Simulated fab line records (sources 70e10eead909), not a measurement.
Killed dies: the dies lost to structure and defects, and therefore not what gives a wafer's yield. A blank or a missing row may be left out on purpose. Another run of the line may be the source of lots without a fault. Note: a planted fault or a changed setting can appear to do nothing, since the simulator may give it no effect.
Matching of chambers    flow nand harc    NHARC_A_CONTACT_CMP_20 on cmp-04 has 4 sister chambers
The step polishes, t overpolish 30 s, target thk 300 nm. 8 wafers are shown with their chamber, then 11 later ones without.

WAFERS WITH THEIR CHAMBER
wafer   chamber  time to endpoint s (s)  motor current A (A)
L082.1  1        61                      12.4
L082.5  3        55                      12.1
L087.3  3        55                      11.7
L087.5  0        61                      10.0
L086.1  0        63                      10.8
L086.2  1        62                      12.4
L086.4  2        66                      11.5
L088.2  2        66                      11.2

WAFERS WHOSE CHAMBER IS MISSING
wafer   time to endpoint s (s)  motor current A (A)
L088.4  62                      11.1
L088.6  65                      10.8
L095.3  63                      10.8
L095.5  65                      11.1
L095.6  57                      11.9
L097.1  60                      11.3
L097.2  64                      10.9
L097.6  65                      11.4
L096.1  60                      11.0
L096.4  52                      12.2
L096.6  57                      12.6

EACH ONE'S CHAMBER
wafer   from the rows above      in truth
L088.4  can't be placed: 0 or 1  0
L088.6  can't be placed: 2 or 0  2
L095.3  0                        0
L095.5  2                        2
L095.6  3                        3
L097.1  can't be placed: 0 or 1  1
L097.2  can't be placed: 2 or 0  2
L097.6  2                        2
L096.1  can't be placed: 0 or 1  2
L096.4  3                        3
L096.6  3                        3
Correct placement for 6 of the 11. Can't be placed from these rows: 5 (the true chamber is among the candidates in 4). 0 placed wrongly.
How it was worked out, from the rows above alone: a wafer's distance from a chamber is the root of the sum, over the readings, of the square of ((its reading less the chamber's mean) divided by the reading's scatter). The wafer belongs to the nearest chamber; if the next one is less than 2 further off, it can't be placed. For every chamber, the mean is computed from those of its wafers that are shown. The scatter: take each reading less its chamber's mean, square it, sum over the shown wafers, divide by the number of wafers less the number of chambers, and take the root.
